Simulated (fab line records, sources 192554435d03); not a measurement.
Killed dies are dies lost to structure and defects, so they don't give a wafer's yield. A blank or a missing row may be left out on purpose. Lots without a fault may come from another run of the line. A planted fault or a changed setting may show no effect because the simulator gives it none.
Which tool did it? | flow n5_finfet | 9 lots, 27 wafers sampled, at 5 steps of a route of 1938

WHAT THE GAUGES READ, wafer by wafer
N5_FIN_SAQP_CD_MEAS_31: target cd 8 nm. Usual: cd_nm 8.09 nm, standard deviation 0.2.
lot  | measured    | on        | cd_nm (nm)     | flag
L743 | day 2 01:47 | cd_sem-01 | 8.19 8.22 7.87 |
L746 | day 2 20:37 | cd_sem-02 | 7.89 7.93 8.23 |
L750 | day 3 19:10 | cd_sem-02 | 8.19 8.09 7.99 |
L751 | day 4 02:59 | cd_sem-01 | 8.09 8.47 7.97 |
L757 | day 5 14:18 | cd_sem-01 | 8.01 8.12 8.32 |
L758 | day 5 22:40 | cd_sem-03 | 8.10 8.01 7.93 |
L760 | day 6 09:08 | cd_sem-02 | 8.35 8.36 8.05 |
L765 | day 7 16:37 | cd_sem-01 | 8.24 8.05 8.28 |
L766 | day 7 20:17 | cd_sem-02 | 7.81 8.15 7.99 |

N5_BEOL_M4_RC_MEAS_101. Usual: DIBL_N 36.0 mV/V, standard deviation 1.7; DIBL_P 36.2 mV/V, standard deviation 1.9; IOFF_N 0.154 nA/um, standard deviation 0.028; IOFF_P 0.21 nA/um, standard deviation 0.036; ION_N 675 uA/um, standard deviation 11; ION_P 463 uA/um, standard deviation 8.3; SS_N 71.4 mV/dec, standard deviation 0.63; SS_P 73.2 mV/dec, standard deviation 0.55; VT_N 250.2 mV, standard deviation 3; VT_P -251 mV, standard deviation 3.7.
lot  | measured     | on        | DIBL_N (mV/V)  | DIBL_P (mV/V)  | IOFF_N (nA/um)    | IOFF_P (nA/um) | ION_N (uA/um) | ION_P (uA/um) | SS_N (mV/dec)  | SS_P (mV/dec)  | VT_N (mV)         | VT_P (mV)      | flag
L743 | day 9 00:48  | prober-02 | 37.5 34.2 36.4 | 37.4 33.4 35.8 | 0.178 0.133 0.157 | 0.29 0.23 0.26 | 673 672 666   | 469 475 468   | 71.7 70.0 71.2 | 73.6 73.3 73.5 | 248.0 251.1 253.0 | -242 -245 -243 |
L746 | day 11 04:26 | prober-02 | 32.7 35.9 36.7 | 32.2 34.8 36.0 | 0.103 0.140 0.152 | 0.16 0.19 0.20 | 668 672 678   | 463 457 458   | 70.7 70.7 70.6 | 72.2 73.0 73.6 | 255.7 251.5 250.0 | -256 -255 -251 |
L750 | day 12 05:21 | prober-01 | 36.9 35.5 36.7 | 37.4 35.5 36.4 | 0.154 0.126 0.142 | 0.20 0.18 0.18 | 673 660 670   | 455 455 455   | 71.7 72.1 71.4 | 73.4 72.6 73.1 | 252.1 252.8 250.3 | -252 -252 -254 |
L751 | day 12 12:19 | prober-01 | 32.5 35.8 33.1 | 32.9 37.7 34.8 | 0.102 0.158 0.113 | 0.15 0.21 0.17 | 657 673 662   | 452 465 463   | 70.8 71.1 70.6 | 71.7 73.0 72.3 | 255.7 249.3 252.1 | -254 -248 -254 |
L757 | day 14 22:04 | prober-01 | 34.4 36.4 36.0 | 35.3 36.9 36.5 | 0.136 0.170 0.150 | 0.18 0.21 0.20 | 673 685 678   | 459 470 466   | 71.2 71.1 71.1 | 72.1 73.6 72.4 | 250.9 245.4 247.7 | -252 -248 -248 |
L758 | day 13 22:02 | prober-02 | 35.8 36.9 35.5 | 34.7 37.0 34.6 | 0.133 0.160 0.142 | 0.21 0.25 0.22 | 668 669 665   | 463 465 466   | 70.8 71.2 70.7 | 73.0 73.9 72.5 | 252.7 245.8 247.8 | -247 -246 -248 |
L760 | day 14 18:20 | prober-01 | 34.8 32.6 35.5 | 35.1 32.5 35.8 | 0.140 0.105 0.151 | 0.18 0.15 0.20 | 665 658 662   | 452 454 457   | 71.5 70.6 70.9 | 73.5 73.3 73.1 | 250.6 256.1 249.8 | -255 -255 -253 |
L765 | day 15 08:19 | prober-01 | 36.7 37.2 36.0 | 35.6 37.2 34.8 | 0.158 0.174 0.164 | 0.24 0.26 0.23 | 666 677 686   | 465 471 477   | 71.5 71.2 71.5 | 73.4 73.7 73.0 | 252.7 247.7 248.4 | -247 -243 -247 |
L766 | day 15 11:02 | prober-02 | 36.1 35.9 37.9 | 36.9 34.8 39.6 | 0.145 0.148 0.192 | 0.21 0.19 0.25 | 660 662 697   | 455 456 471   | 71.4 71.4 72.3 | 73.0 72.7 73.9 | 253.2 252.0 247.7 | -253 -252 -249 |

WHICH TOOL RAN EACH LOT (tool, then ch and the chambers of the sampled wafers, then the start)
lot  | N5_FIN_SAQP_SPACER1_ETCHBACK_25   | N5_FIN_SAQP_MANDREL1_REMOVE_56  | N5_FIN_SAQP_COAT_68
L743 | rie_diel-03 ch 0,3, day 1 23:12   | rie_si-05 ch 1,2,3, day 1 23:17 | litho_track-02 ch 0, day 2 00:03
L746 | rie_diel-03 ch 0,2,3, day 2 18:50 | rie_si-05 ch 2,3, day 2 18:54   | litho_track-01 ch 0, day 2 19:41
L750 | rie_diel-05 ch 0,3, day 3 17:06   | rie_si-01 ch 2,3, day 3 17:11   | litho_track-01 ch 0, day 3 18:15
L751 | rie_diel-03 ch 1,2,3, day 4 00:50 | rie_si-01 ch 0,1,2, day 4 00:56 | litho_track-01 ch 0, day 4 01:45
L757 | rie_diel-01 ch 0,1, day 5 12:33   | rie_si-03 ch 0,1,3, day 5 12:38 | litho_track-01 ch 0, day 5 13:25
L758 | rie_diel-05 ch 0,3, day 5 20:54   | rie_si-05 ch 0,1,3, day 5 20:59 | litho_track-03 ch 0, day 5 21:46
L760 | rie_diel-05 ch 0,2, day 6 07:17   | rie_si-01 ch 1,3, day 6 07:23   | litho_track-01 ch 0, day 6 08:09
L765 | rie_diel-05 ch 0,2, day 7 14:51   | rie_si-01 ch 0,1,3, day 7 14:56 | litho_track-02 ch 0, day 7 15:43
L766 | rie_diel-03 ch 0,3, day 7 18:29   | rie_si-01 ch 0,2,3, day 7 18:35 | litho_track-02 ch 0, day 7 19:22
- N5_FIN_SAQP_SPACER1_ETCHBACK_25: etches SiO2 in CHF3/O2, target depth 24.4 nm, time 12.2 s.
- N5_FIN_SAQP_MANDREL1_REMOVE_56: chemistry HBr/Cl2/O2, target a-Si, stops on SiNx, bt time 10 s.
- N5_FIN_SAQP_COAT_68: time 60 s, resist thk 100 nm.

WHAT THE TOOLS THEMSELVES READ (means of the sampled wafers that have a number; where no wafer has one, the mark that the record gives instead)
N5_FIN_SAQP_SPACER1_ETCHBACK_25. Usual: drypump_motor_current_A 5.9 A, standard deviation 0.49; mfc_ar_sccm 200.1 sccm, standard deviation 0.66; oes_product_au 0.80 a.u., standard deviation 0.092; rf_fwd_power_W 645.4 W, standard deviation 2; rf_vpp_V 521 V, standard deviation 10; showerhead_plenum_p_Torr 2.42 Torr, standard deviation 0.081; throttle_valve_pct 18.93 %, standard deviation 0.24.
lot  | tool        | drypump_motor_current_A (A) | mfc_ar_sccm (sccm) | oes_product_au (a.u.) | rf_fwd_power_W (W) | rf_vpp_V (V) | showerhead_plenum_p_Torr (Torr) | throttle_valve_pct (%) | flag
L743 | rie_diel-03 | 5.7                         | 200.0              | 0.80                  | 644.7              | 533          | 2.46                            | 19.20                  |
L746 | rie_diel-03 | 6.1                         | 199.4              | 0.86                  | 645.4              | 523          | 2.45                            | 19.09                  |
L750 | rie_diel-05 | 5.4                         | 200.4              | 0.85                  | 646.1              | 515          | 2.46                            | 18.85                  |
L751 | rie_diel-03 | 6.3                         | 200.1              | 0.86                  | 643.6              | 520          | 2.48                            | 19.03                  |
L757 | rie_diel-01 | 6.3                         | 199.5              | 0.86                  | 645.5              | 511          | 2.35                            | 18.66                  |
L758 | rie_diel-05 | 5.4                         | 200.5              | 0.74                  | 645.7              | 518          | 2.41                            | 18.91                  |
L760 | rie_diel-05 | 5.5                         | 200.4              | 0.81                  | 645.0              | 520          | 2.49                            | 18.93                  |
L765 | rie_diel-05 | 5.4                         | 200.3              | 0.82                  | 643.5              | 517          | 2.48                            | 18.92                  |
L766 | rie_diel-03 | 5.9                         | 200.2              | 0.79                  | 645.9              | 527          | 2.39                            | 19.11                  |

N5_FIN_SAQP_MANDREL1_REMOVE_56. Usual: drypump_motor_current_A 5.7 A, standard deviation 0.55; oes_product_au 1.001 a.u., standard deviation 0.015; rf_fwd_power_W 596.9 W, standard deviation 1.9; throttle_valve_pct 36.6 %, standard deviation 0.32.
lot  | tool      | drypump_motor_current_A (A) | oes_product_au (a.u.) | rf_fwd_power_W (W) | throttle_valve_pct (%) | flag
L743 | rie_si-05 | 5.5                         | 1.010                 | 596.4              | 36.9                   |
L746 | rie_si-05 | 5.8                         | 1.014                 | 596.5              | 37.0                   |
L750 | rie_si-01 | 6.1                         | 1.003                 | 597.7              | 36.6                   |
L751 | rie_si-01 | 5.5                         | 0.985                 | 596.5              | 36.3                   |
L757 | rie_si-03 | 5.7                         | 1.001                 | 598.0              | 36.8                   |
L758 | rie_si-05 | 5.6                         | 1.007                 | 594.8              | 36.8                   |
L760 | rie_si-01 | 5.8                         | 1.002                 | 597.1              | 36.6                   |
L765 | rie_si-01 | 5.7                         | 1.000                 | 597.2              | 36.4                   |
L766 | rie_si-01 | 6.0                         | 0.990                 | 596.0              | 36.5                   |

N5_FIN_SAQP_COAT_68. Usual: spin_speed_rpm 1500.1 rpm, standard deviation 0.9.
lot  | tool           | spin_speed_rpm (rpm) | flag
L743 | litho_track-02 | 1500.1               |
L746 | litho_track-01 | 1500.3               |
L750 | litho_track-01 | 1499.4               |
L751 | litho_track-01 | 1499.8               |
L757 | litho_track-01 | 1555.9               | OFF
L758 | litho_track-03 | 1499.1               |
L760 | litho_track-01 | 1555.7               | OFF
L765 | litho_track-02 | 1500.2               |
L766 | litho_track-02 | 1500.2               |

THE ANSWER, worked out from the rows above alone
Rule: a lot is off if the mean of its wafers that have a number lies more than 3 standard deviations from the usual mean. A lot without any number at a reading at which 4 lots or more have one is off too. The other lots that the step has rows for count as sound. The gauges are gone through in route order, then the tools' own readings, and for those a lot's mean is taken as printed above. The first step at which some lot is off is used, and at that step the reading that is off furthest; a lot without a number counts as furthest.
Off: L757, L760, at N5_FIN_SAQP_COAT_68 (spin_speed_rpm).
A tool fits if, at that step or a process step before it, it ran every lot that is off, and no sound lot after the first of them. One fits: litho_track-01 at N5_FIN_SAQP_COAT_68. Its last sound lot is L751 (day 4 01:45), its first lot that is off L757 (day 5 13:25): a fault that began between those two fits.
The tool's own readings at N5_FIN_SAQP_COAT_68 bear it out: on the lots that are off they differ by more than 5 times the standard deviation of the sound lots' means. spin_speed_rpm reads 1555.8 rpm there against 1499.9 rpm on the sound lots.

WHAT THE SIMULATOR HAD PUT IN
Process parameter drift: litho_track-01, from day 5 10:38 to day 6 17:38, at N5_FIN_SAQP_COAT_68. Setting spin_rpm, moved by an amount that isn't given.
Lots struck among those shown: L757, L760. The rule above found the same.
